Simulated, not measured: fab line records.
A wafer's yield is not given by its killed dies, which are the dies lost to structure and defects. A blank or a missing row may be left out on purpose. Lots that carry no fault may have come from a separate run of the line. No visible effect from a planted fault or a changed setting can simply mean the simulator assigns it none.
Code-filled problem report in 8D (eight disciplines) form / flow nandHarc / the parts of the form that need people (team, actions taken, sign-off) are left out

1. WHAT IS WRONG
At NHARC_A_ONON_D1_THK_MEAS_11, thkNm averages 589 nm over 6 wafers from 2 lots, while fault-free wafers read 1000 nm, standard deviation 10. Measured from the usual mean, that is -41 standard deviations.
The step: measures by ellipsometry.
Seen first at day 11 04:16 on filmMetro-02, wafer L889.3. The record has a number at this step for 42 wafers belonging to 14 lots. Rule for "out", or "out of limits": more than 4 standard deviations from the usual mean. Any other wafer with a number is counted as sound.

2. WHAT IT IS, WHAT IT ISN'T
question=which readings at this step | is=thkNm | is not=-
question=which lots | is=L889, L891 | is not=L881, L883, L885, L886, L887, L888, L898, L899, L900, L901, L903, L904
question=which wafers of those lots | is=all that have a number | is not=-
question=read on which gauges | is=filmMetro-02 | is not=filmMetro-01
question=when | is=from day 11 04:16 | is not=up to then (18 sound wafers); but 18 sound wafers of L898, L899, L900, L901, L903, L904 came after

3. SUSPECTS, AND WHAT RULES EACH OUT
Counting: a tool at a process step up to the reading stays a suspect if it ran every lot that is out and no sound lot after the first of them.
- ruled out: the gauge at NHARC_A_ONON_D1_THK_MEAS_11. All the wafers that are out were read on filmMetro-02, but those of them that NHARC_END_SORT_01 has rows for are out there too, on other tools.
- pecvdOnon-02 at NHARC_A_ONON_D1_DEP_09 (target thk 1000 nm): ruled out as a lasting fault. Following L889 (day 11 03:53), the first lot on it that is out, the sound lots L901 were run on it.
Left after counting: nothing in the record.

4. THE CAUSE (what the simulator had put in)
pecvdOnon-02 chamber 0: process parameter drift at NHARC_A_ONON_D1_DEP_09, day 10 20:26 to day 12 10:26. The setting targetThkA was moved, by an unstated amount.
It was ruled out by counting, in error; the rule expects a fault to strike all lots run on its tool from its start on, and this fault did not.

5. SEQUENCE OF EFFECTS, ordered by route
Each row: a reading whose mean over the struck wafers that have a number lies more than 3 standard deviations from the usual. Scope: only readings with a usual standard deviation given in the record; hours: median across lots of the time from each lot's start at the first step in this table that gives one to its start at this step; sigmas: change in usual standard deviations.
hours=0; step=NHARC_A_ONON_D1_THK_MEAS_11; reading=thkNm; usual=1000 nm; on struck wafers=589; change=-411; sigmas=-41
hours=397; step=NHARC_END_SORT_01; reading=killedAtArray; usual=56; on struck wafers=672; change=+616; sigmas=+32
hours=397; step=NHARC_END_SORT_01; reading=killedDies; usual=61; on struck wafers=677; change=+616; sigmas=+32

6. WHAT WOULD HAVE CAUGHT IT SOONER
Counted from the fault's start at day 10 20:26, it took 8 hours until the first out-of-limits reading at a measuring or inspecting step in this record, taken at day 11 04:16.
No tool reading at NHARC_A_ONON_D1_DEP_09 that has a usual standard deviation in the record was out on any struck wafer, so an alarm limit of 4 standard deviations on those readings would not have fired.
